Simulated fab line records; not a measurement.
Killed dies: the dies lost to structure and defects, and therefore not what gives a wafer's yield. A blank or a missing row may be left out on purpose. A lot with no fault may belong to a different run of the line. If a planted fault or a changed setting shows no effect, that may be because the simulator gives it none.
fab line records -- flow n5Finfet
record: lots: 6, wafers: 18, lastDay: 19
route steps=1938 shown SD_EPI_P@309 BEOL_M4@1111
lots with no fault: from the same line, run without faults
startH: start of the lot's first displayed wafer, in hours after the record's first day -- waitH: hours elapsed since this lot's preceding step -- " same as the row above -- L1.1+2: a single row standing in for several wafers -- - either no value or no given start -- * or withheld: withheld -- < > ~ a bound
route shown NAME@n: NAME is a module with steps in the file, n the number in the route of the first one -- usual: the fault-free wafers' mean and standard deviation -- same: alike in all rows -- chamber/n: place in a boat -- sites: each site's reading -- _std_site: how widely they spread, as a standard deviation -- _edge_site: outer sites' mean less inner sites' -- radiusMm: for every site, how far away it sits from the centre of the wafer -- mask NAME#n: copy n -- behind: the tool/chamber that last shaped the wafer -- hold: why the lot was held/for how many hours/how that ended -- device: which transistor (n, p or np) failed to switch -- end of line: the same wafers' tests at the end of the route -- step lacking rows: just its recipe -- killed: not the wafer's yield, but the dies lost to structure and defects at the first sort -- map: the dies of a wafer, with x for killed, . for not killed, _ for no die there
set.NAME: the setting as run; set.NAME@STEP: as run at that earlier step -- model.NAME: the simulator's own value behind a step, which no gauge read
lots at selected steps of the route; one table per step, one row per wafer
services: a tool's chamber out of use, with start hour (startH, from the record's first day; less than 0 if before it), hours out, and reason
== steps ==
step: N5_SD_EPI_P_STRIP_38
recipe: chemistry: N2/H2, tempC: 40, n2FlowSccm: 200, h2FlowSccm: 200, rfFrequencyHz: 6e+07
step: N5_SD_EPI_P_ETCHBACK_46
recipe: chemistry: CH3F/O2, mode: anisotropicEtchback, target: SiNx, targetDepthA: 175, stopOn: SiO2, overEtchFrac: 0.3, ionEnergyEv: 120, pressureMtorr: 30, sourceW: 395, biasW: 73, Ar_flow_sccm: 150, CH3F_flow_sccm: 30, O2_flow_sccm: 20
usual: biasW: 73.01/0.23, drypumpMotorCurrentA: 6.0/0.38, oes_f_703_au: 0.77/0.067, oesProductAu: 0.66/0.051, rfVppV: 298/3.5, showerheadPlenumPTorr: 1.98/0.07, throttleValvePct: 16.40/0.19
lot.wafer,tool,chamber,startH,waitH,biasW,drypumpMotorCurrentA,oes_f_703_au,oesProductAu,rfHoursCounterH,rfVppV,showerheadPlenumPTorr,throttleValvePct
L145.2,rieDiel-06,2,111.36,0.0,73.24,6.2,0.70,0.61,196,302,2.07,16.63
L145.3,rieDiel-06,1,111.36,0.0,73.19,6.2,0.97,0.82,2,297,2.04,16.42
L145.5,rieDiel-06,3,111.36,0.0,72.85,6.2,0.80,0.69,-,297,2.02,16.54
L147.1,rieDiel-06,2,133.87,0.0,73.36,6.2,0.69,0.61,203,301,2.06,16.64
L147.2,rieDiel-06,1,133.87,0.0,72.89,6.2,0.95,0.79,8,298,2.04,16.41
L147.3,rieDiel-06,3,133.87,0.0,72.88,6.3,0.80,0.68,122,297,2.02,16.54
L149.2,rieDiel-04,1,138.32,0.0,72.64,5.3,0.81,0.68,110,291,1.94,16.21
L149.4,rieDiel-04,0,138.32,0.0,73.10,5.9,0.75,0.66,135,301,1.92,16.12
L149.5,rieDiel-04,1,138.32,0.0,72.81,5.3,0.80,0.68,-,293,1.94,16.21
L155.1,rieDiel-06,1,167.68,0.0,72.73,6.2,0.92,0.77,19,298,2.04,16.42
L155.3,rieDiel-06,0,167.68,0.0,72.95,6.2,0.76,0.65,142,304,2.00,16.52
L155.6,rieDiel-06,1,167.68,0.0,72.97,6.2,0.91,0.77,-,297,2.04,16.45
L157.1,rieDiel-06,2,181.89,0.0,72.98,6.2,0.68,0.60,218,301,2.06,16.67
L157.4,rieDiel-06,1,181.89,0.0,72.70,6.2,0.91,0.76,22,298,2.04,16.44
L157.5,rieDiel-06,1,181.89,0.0,72.99,6.2,0.91,0.76,-,300,2.04,16.44
L158.1,rieDiel-06,1,190.63,0.0,73.04,6.2,0.91,0.77,24,297,2.04,16.45
L158.2,rieDiel-06,2,190.63,0.0,73.12,6.2,0.68,0.60,221,301,2.06,16.67
L158.5,rieDiel-06,2,190.63,0.0,72.97,6.2,0.68,0.60,-,301,2.06,16.67
step: N5_SD_EPI_P_ETCH_47
recipe: chemistry: CH3F/O2, target: SiOCN, targetDepthA: 250, maskMaterial: SOC, ionEnergyEv: 60, biasW: 29, pressureMtorr: 30, sourceW: 410, Ar_flow_sccm: 150, CH3F_flow_sccm: 30, O2_flow_sccm: 20
usual: biasW: 28.99/0.089, drypumpMotorCurrentA: 6.0/0.38, oes_f_703_au: 0.77/0.067, oesProductAu: 0.77/0.065, rfVppV: 127.7/1.6, showerheadPlenumPTorr: 1.98/0.07, throttleValvePct: 16.38/0.19
lot.wafer,tool,chamber,startH,waitH,biasW,drypumpMotorCurrentA,oes_f_703_au,oesProductAu,rfHoursCounterH,rfVppV,showerheadPlenumPTorr,throttleValvePct
L145.2,rieDiel-06,2,111.46,0.1,28.87,6.2,0.70,0.70,196,129.1,2.07,16.60
L145.3,rieDiel-06,1,111.46,0.1,29.01,6.2,0.98,0.97,2,126.9,2.04,16.38
L145.5,rieDiel-06,3,111.46,0.1,29.00,6.2,0.80,0.80,-,128.6,2.02,16.52
L147.1,rieDiel-06,2,133.97,0.1,29.05,6.2,0.69,0.70,203,128.8,2.06,16.63
L147.2,rieDiel-06,1,133.97,0.1,29.03,6.2,0.94,0.95,8,128.6,2.04,16.40
L147.3,rieDiel-06,3,133.97,0.1,28.89,6.2,0.79,0.80,122,126.8,2.02,16.52
L149.2,rieDiel-04,1,138.42,0.1,29.02,5.3,0.80,0.81,110,125.5,1.94,16.19
L149.4,rieDiel-04,0,138.42,0.1,28.99,5.9,0.74,0.77,135,127.6,1.92,16.09
L149.5,rieDiel-04,1,138.42,0.1,28.93,5.3,0.80,0.80,-,126.4,1.94,16.19
L155.1,rieDiel-06,1,167.78,0.1,29.15,6.2,0.92,0.91,19,127.8,2.04,16.41
L155.3,rieDiel-06,0,167.78,0.1,29.05,6.1,0.75,0.77,142,129.2,2.00,16.48
L155.6,rieDiel-06,1,167.78,0.1,29.07,6.2,0.92,0.91,-,127.5,2.04,16.41
L157.1,rieDiel-06,2,181.99,0.1,29.04,6.2,0.68,0.69,218,129.4,2.06,16.65
L157.4,rieDiel-06,1,181.99,0.1,28.90,6.2,0.90,0.90,22,128.8,2.04,16.41
L157.5,rieDiel-06,1,181.99,0.1,28.97,6.2,0.92,0.90,-,127.1,2.04,16.42
L158.1,rieDiel-06,1,190.73,0.1,28.93,6.2,0.90,0.90,24,128.3,2.04,16.43
L158.2,rieDiel-06,2,190.73,0.1,28.95,6.2,0.68,0.68,221,129.7,2.06,16.65
L158.5,rieDiel-06,2,190.73,0.1,28.90,6.2,0.68,0.68,-,129.7,2.06,16.67
step: N5_SD_EPI_P_ETCH_16
recipe: chemistry: CHF3/O2, target: SiO2, targetDepthA: 50, maskMaterial: SOC, pressureMtorr: 30, sourceW: 650, biasW: 170, Ar_flow_sccm: 200, CHF3_flow_sccm: 50, O2_flow_sccm: 5, ionEnergyEv: 200
usual: biasW: 170.0/0.48, drypumpMotorCurrentA: 6.0/0.38, oes_f_703_au: 0.77/0.066, oesProductAu: 0.77/0.066, rfVppV: 525/6.7, showerheadPlenumPTorr: 2.39/0.082, throttleValvePct: 18.95/0.2
lot.wafer,tool,chamber,startH,waitH,biasW,drypumpMotorCurrentA,oes_f_703_au,oesProductAu,rfHoursCounterH,rfVppV,showerheadPlenumPTorr,throttleValvePct
L145.2,rieDiel-06,2,111.56,0.1,169.8,6.2,0.70,0.71,196,532,2.49,19.17
L145.3,rieDiel-06,1,111.56,0.1,169.9,6.2,0.97,0.97,2,522,2.46,19.01
L145.5,rieDiel-06,3,111.56,0.1,170.3,6.2,0.81,0.80,-,526,2.43,19.11
L147.1,rieDiel-06,2,134.07,0.1,169.8,6.2,0.69,0.70,203,532,2.48,19.20
L147.2,rieDiel-06,1,134.07,0.1,170.0,6.2,0.95,0.95,8,524,2.46,19.02
L147.3,rieDiel-06,3,134.07,0.1,170.1,6.2,0.80,0.79,122,525,2.43,19.11
L149.2,rieDiel-04,1,138.52,0.1,169.7,5.3,0.80,0.80,110,515,2.34,18.77
L149.4,rieDiel-04,0,138.52,0.1,169.3,5.9,0.76,0.76,135,525,2.31,18.63
L149.5,rieDiel-04,1,138.52,0.1,168.8,5.2,0.81,0.80,-,514,2.34,18.76
L155.1,rieDiel-06,1,167.88,0.1,170.0,6.2,0.92,0.91,19,525,2.45,19.05
L155.3,rieDiel-06,0,167.88,0.1,169.5,6.1,0.77,0.77,142,537,2.41,19.06
L155.6,rieDiel-06,1,167.88,0.1,169.9,6.2,0.92,0.90,-,524,2.45,19.03
L157.1,rieDiel-06,2,182.09,0.1,170.2,6.2,0.68,0.68,218,532,2.48,19.21
L157.4,rieDiel-06,1,182.09,0.1,169.5,6.2,0.91,0.91,22,524,2.45,19.05
L157.5,rieDiel-06,1,182.09,0.1,168.8,6.2,0.91,0.91,-,525,2.45,19.05
L158.1,rieDiel-06,1,190.83,0.1,170.4,6.2,0.90,0.91,24,525,2.45,19.05
L158.2,rieDiel-06,2,190.83,0.1,170.2,6.2,0.68,0.69,221,532,2.48,19.20
L158.5,rieDiel-06,2,190.83,0.1,170.1,6.2,0.68,0.69,-,533,2.48,19.21
step: N5_SD_EPI_P_STRIP_50
recipe: chemistry: CHF3/O2, resist: SiARC, rfFrequencyHz: 6e+07
step: N5_SD_EPI_P_SD_RECESS_17
recipe: chemistry: HBr/Cl2/O2, targetDepthA: 391, btTimeS: 3, pressureMtorr: 10, icpW: 800, biasW: 112, HBr_flow_sccm: 150, Cl2_flow_sccm: 80, O2_flow_sccm: 12
usual: biasW: 112.0/0.34, drypumpMotorCurrentA: 5.7/0.47, heBacksideLeakSccm: 2.8/0.3, oesProductAu: 1.001/0.011, throttleValvePct: 37.06/0.16
lot.wafer,tool,chamber,startH,waitH,biasW,drypumpMotorCurrentA,heBacksideLeakSccm,oesProductAu,rfHoursCounterH,throttleValvePct
L145.2,rieSi-01,0,111.63,0.0,111.7,5.1,2.3,0.995,152,37.26
L145.3,rieSi-01,2,111.63,0.0,111.8,6.2,2.8,1.012,50,37.21
L145.5,rieSi-01,0,111.63,0.0,111.8,5.2,2.5,1.002,-,37.26
L147.1,rieSi-04,0,134.15,0.0,111.4,4.9,2.5,1.015,0,37.27
L147.2,rieSi-04,2,134.15,0.0,112.1,6.6,2.7,1.002,122,36.77
L147.3,rieSi-04,3,134.15,0.0,112.5,5.4,2.3,0.978,65,37.20
L149.2,rieSi-02,0,138.59,0.0,111.8,5.3,3.4,0.992,177,37.04
L149.4,rieSi-02,2,138.59,0.0,112.4,5.7,3.0,0.996,107,36.86
L149.5,rieSi-02,2,138.59,0.0,112.3,5.7,2.6,0.991,-,36.84
L155.1,rieSi-02,3,167.96,0.0,111.4,5.7,2.8,0.996,60,37.06
L155.3,rieSi-02,0,167.96,0.0,111.5,5.3,3.2,0.998,177,37.03
L155.6,rieSi-02,2,167.96,0.0,112.4,5.7,2.4,1.002,-,36.86
L157.1,rieSi-02,2,182.16,0.0,112.1,5.7,2.6,0.993,108,36.85
L157.4,rieSi-02,2,182.16,0.0,112.0,5.7,2.6,0.995,-,36.86
L157.5,rieSi-02,0,182.16,0.0,111.9,5.4,3.3,0.995,-,37.05
L158.1,rieSi-01,1,190.90,0.0,111.6,5.4,2.9,1.004,150,37.08
L158.2,rieSi-01,3,190.90,0.0,112.4,6.2,2.5,1.003,8,36.78
L158.5,rieSi-01,2,190.90,0.0,111.5,6.2,2.8,1.008,-,37.21
step: N5_SD_EPI_P_WET_ETCH_45
recipe: chemistry: dHF, dilution: withheld, timeS: 10.7, target: SiO2, targetDepthA: 20, tempC: 25, dry: ipaMarangoni, rinseTimeS: 30, rinseTempC: 23
step: N5_SD_EPI_P_STRIP_40
recipe: chemistry: N2/H2, powerW: 1000, tempC: 250, h2Frac: 0.65, overashFraction: 0.3, pressureMtorr: withheld, n2FlowSccm: 1750, h2FlowSccm: 3250
usual: drypumpMotorCurrentA: 5.6/0.65, heaterPowerW: 373/33, oesProductAu: 0.762/0.011
same: overashFraction: 0.3
lot.wafer,tool,chamber,startH,waitH,drypumpMotorCurrentA,heaterPowerW,oesProductAu,rfHoursCounterH
L145.2,plasmaAsher-01,1,111.78,0.0,4.9,340,0.763,106
L145.3,plasmaAsher-01,0,111.78,0.0,6.2,414,0.756,-
L145.5,plasmaAsher-01,0,111.78,0.0,6.2,403,0.776,-
L147.1,plasmaAsher-01,0,134.43,0.2,6.1,398,0.762,115
L147.2,plasmaAsher-01,1,134.43,0.2,4.9,348,0.748,115
L147.3,plasmaAsher-01,1,134.43,0.2,4.9,341,0.776,-
L149.2,plasmaAsher-01,0,138.73,0.0,6.1,402,0.765,116
L149.4,plasmaAsher-01,1,138.73,0.0,4.9,347,0.772,-
L149.5,plasmaAsher-01,0,138.73,0.0,6.2,415,0.769,-
L155.1,plasmaAsher-01,1,168.10,0.0,4.9,340,0.754,124
L155.3,plasmaAsher-01,0,168.10,0.0,6.2,412,0.755,-
L155.6,plasmaAsher-01,1,168.10,0.0,4.9,340,0.774,-
L157.1,plasmaAsher-01,1,182.31,0.0,4.9,345,0.769,128
L157.4,plasmaAsher-01,0,182.31,0.0,6.2,410,0.772,-
L157.5,plasmaAsher-01,0,182.31,0.0,6.2,402,0.741,-
L158.1,plasmaAsher-01,1,191.05,0.0,4.9,345,0.776,129
L158.2,plasmaAsher-01,0,191.05,0.0,6.2,409,0.751,129
L158.5,plasmaAsher-01,0,191.05,0.0,6.3,415,0.763,-
step: N5_SD_EPI_P_PRECLEAN_52
recipe: chemistry: O3/DIW, timeS: 60, tempC: 22, o3Ppm: 10
step: N5_SD_EPI_P_SRD_20
recipe: dry: ipaMarangoni, doPpb: 5, timeS: 30, tempC: 23, rinseLiquid: diw
step: N5_SD_EPI_P_PRECLEAN_51
recipe: chemistry: NF3:NH3, afsCycles: 1, tempC: 30, timeS: 20, sublimationTempC: 180, sublimationTimeS: 60, pressureTorr: 3, rfPowerW: 30
step: N5_SD_EPI_P_VAPOR_ETCH_44
recipe: chemistry: NF3/Ar, target: SiGe30, tempC: 25, timeS: 3.3, mode: isotropic
step: N5_SD_EPI_P_EPI_21
recipe: material: SiGe:B, dopant: B, tempC: 550, pressureTorr: 20, ambient: H2, timeS: 355
usual: chamberPressureTorr: 19.99/0.047
lot.wafer,tool,chamber,startH,waitH,chamberPressureTorr
L145.2,epiRpcvd-04,0,112.66,0.5,19.96
L145.3,epiRpcvd-04,0,112.66,0.5,20.07
L145.5,epiRpcvd-04,0,112.66,0.5,20.06
L147.1,epiRpcvd-04,0,135.06,0.2,20.05
L147.2,epiRpcvd-04,0,135.06,0.2,20.05
L147.3,epiRpcvd-04,0,135.06,0.2,20.06
L149.2,epiRpcvd-04,0,139.85,0.6,20.02
L149.4,epiRpcvd-04,0,139.85,0.6,20.05
L149.5,epiRpcvd-04,0,139.85,0.6,19.98
L155.1,epiRpcvd-02,0,168.62,0.1,19.90
L155.3,epiRpcvd-02,0,168.62,0.1,20.03
L155.6,epiRpcvd-02,0,170.42,1.8,20.04
L157.1,epiRpcvd-03,0,182.94,0.2,20.04
L157.4,epiRpcvd-03,0,184.38,1.5,19.96
L157.5,epiRpcvd-03,0,184.38,1.5,19.88
L158.1,epiRpcvd-03,0,191.69,0.2,19.99
L158.2,epiRpcvd-03,0,191.69,0.2,19.95
L158.5,epiRpcvd-03,0,193.61,2.0,20.04
step: N5_SD_EPI_P_EPI_MEAS_23
recipe: mode: xrd
usual: thkNm: 61.1/1.3
lot.wafer,tool,chamber,startH,waitH,thkNm
L145.2,filmMetro-01,-,114.50,1.5,62.5
L145.3,filmMetro-01,-,114.50,1.5,62.1
L145.5,filmMetro-01,-,114.50,1.5,62.1
L147.1,filmMetro-01,-,137.98,2.4,55.6
L147.2,filmMetro-01,-,137.98,2.4,54.6
L147.3,filmMetro-01,-,137.98,2.4,54.4
L149.2,filmMetro-02,-,142.29,2.0,55.6
L149.4,filmMetro-02,-,142.29,2.0,56.0
L149.5,filmMetro-02,-,142.29,2.0,55.5
L155.1,filmMetro-02,-,170.83,1.9,60.3
L155.3,filmMetro-02,-,170.83,1.9,61.6
L155.6,filmMetro-02,-,170.83,1.9,60.3
L157.1,filmMetro-02,-,185.86,2.4,61.8
L157.4,filmMetro-02,-,185.86,2.4,61.6
L157.5,filmMetro-02,-,185.86,2.4,62.5
L158.1,filmMetro-01,-,194.60,2.4,61.9
L158.2,filmMetro-01,-,194.60,2.4,62.3
L158.5,filmMetro-01,-,194.60,2.4,61.8
step: N5_SD_EPI_P_HM_STRIP_48
recipe: chemistry: H3PO4, tempC: 160, material: SiNx, target: SiNx, targetDepthA: 30, overetchFraction: 0.3
step: N5_BEOL_M4_RC_MEAS_101
usual: DIBL_N: 36.1/1.4, DIBL_P: 36.3/1.4, IOFF_N: 0.154/0.021, IOFF_P: 0.21/0.032, ION_N: 670/8.1, ION_P: 461/7, SS_N: 71.4/0.49, SS_P: 73.3/0.5, VT_N: 250.4/2.6, VT_P: -250/3.7
lot.wafer,tool,chamber,startH,waitH,DIBL_N[mV/V],DIBL_P[mV/V],IOFF_N[nA/um],IOFF_P[nA/um],ION_N[uA/um],ION_P[uA/um],SS_N[mV/dec],SS_P[mV/dec],VT_N[mV],VT_P[mV]
L145.2,prober-01,0,248.19,0.2,36.7,38.6,0.177,0.24,677,466,71.2,74.1,248.1,-249
L145.3,prober-01,0,248.19,0.2,37.2,39.5,0.186,0.25,691,476,72.2,73.9,247.6,-246
L145.5,prober-01,0,248.19,0.2,35.7,37.1,0.150,0.21,668,462,70.9,73.8,251.3,-248
L149.2,prober-01,0,260.42,0.2,34.7,34.8,0.128,0.16,655,447,71.3,73.1,253.9,-257
L149.4,prober-01,0,260.42,0.2,34.6,34.8,0.132,0.16,664,448,71.3,73.0,251.4,-257
L149.5,prober-01,0,260.42,0.2,35.9,36.6,0.160,0.18,678,457,72.1,73.4,249.3,-256
L147.1,prober-01,0,272.23,0.0,35.8,35.7,0.164,0.23,676,470,71.8,73.5,248.6,-250
L147.2,prober-01,0,272.23,0.0,35.5,36.3,0.156,0.24,672,465,72.1,73.7,250.4,-248
L147.3,prober-01,0,272.23,0.0,35.2,35.6,0.144,0.22,660,462,72.0,73.2,252.3,-247
L155.1,prober-01,0,311.32,0.0,33.9,35.8,0.123,0.16,667,461,71.8,73.9,254.3,-254
L155.3,prober-01,0,311.32,0.0,33.5,34.7,0.119,0.16,664,457,70.6,72.8,254.0,-253
L155.6,prober-01,0,311.32,0.0,34.9,36.8,0.130,0.18,656,460,71.5,73.1,254.9,-255
L157.1,prober-02,0,312.47,0.0,35.7,36.3,0.154,0.21,672,467,71.7,72.7,251.6,-248
L157.4,prober-02,0,312.47,0.0,34.9,36.1,0.146,0.20,678,471,71.2,73.2,250.6,-249
L157.5,prober-02,0,312.47,0.0,36.1,37.8,0.171,0.24,685,475,71.2,73.3,248.3,-247
L158.1,prober-01,0,339.56,0.0,36.1,35.4,0.147,0.21,668,459,71.9,73.3,252.0,-247
L158.2,prober-01,0,339.56,0.0,37.4,37.4,0.173,0.23,679,468,71.7,73.5,249.5,-247
L158.5,prober-01,0,339.56,0.0,37.3,37.5,0.169,0.24,660,457,71.1,73.5,249.8,-248
== services ==
tool,chamber,startH,hours,kind
rieDiel-06,1,87.82,-,clean
rieDiel-06,1,87.82,-,consumableReplace:focusRing
rieDiel-06,1,87.82,18.2,scheduledDown
rieDiel-06,1,87.82,18.2,ventCycle
rieSi-04,0,90.74,-,clean
rieSi-04,0,90.74,31.7,scheduledDown
rieSi-04,0,90.74,31.7,ventCycle
rieSi-01,-,122.83,0.1,repair
rieDiel-04,-,124.52,2.8,pm
rieDiel-06,-,124.66,0.2,repair
rieSi-01,2,126.42,14.6,repair
rieDiel-06,1,137.33,5.4,repair
rieSi-02,0,142.74,5.9,repair
rieDiel-06,0,155.89,3.1,repair
rieDiel-04,2,162.41,-,clean
rieDiel-04,2,162.41,-,consumableReplace:focusRing
rieDiel-04,2,162.41,17.5,scheduledDown
rieDiel-04,2,162.41,17.5,ventCycle
rieSi-02,1,174.45,-,clean
rieSi-02,1,174.45,12.2,scheduledDown
rieSi-02,1,174.45,12.2,ventCycle
rieDiel-04,3,179.15,9.9,repair
epiRpcvd-02,-,188.14,2.8,pm
== key ==
firstSign: step: N5_SD_EPI_P_EPI_MEAS_23, reading: thkNm, direction: down, sigmas: 4.5, usual: *, struck: *
effect none on later readings
metAt N5_SD_EPI_P_EPI_21
struckWafers L147.1,L147.2,L147.3,L149.2,L149.4,L149.5
onsetBetween 112.66 135.06
fault: kind: siteProfileDrift, tool: epiRpcvd-04, chamber: -, onsetH: 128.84, steps: N5_SD_EPI_P_EPI_21, basis: fraction, maxAbsDrift: 0.23829, slopeSharePerHr: 52.953, sitePattern: 0,0,0,0,0,-1,-1,-1,-1
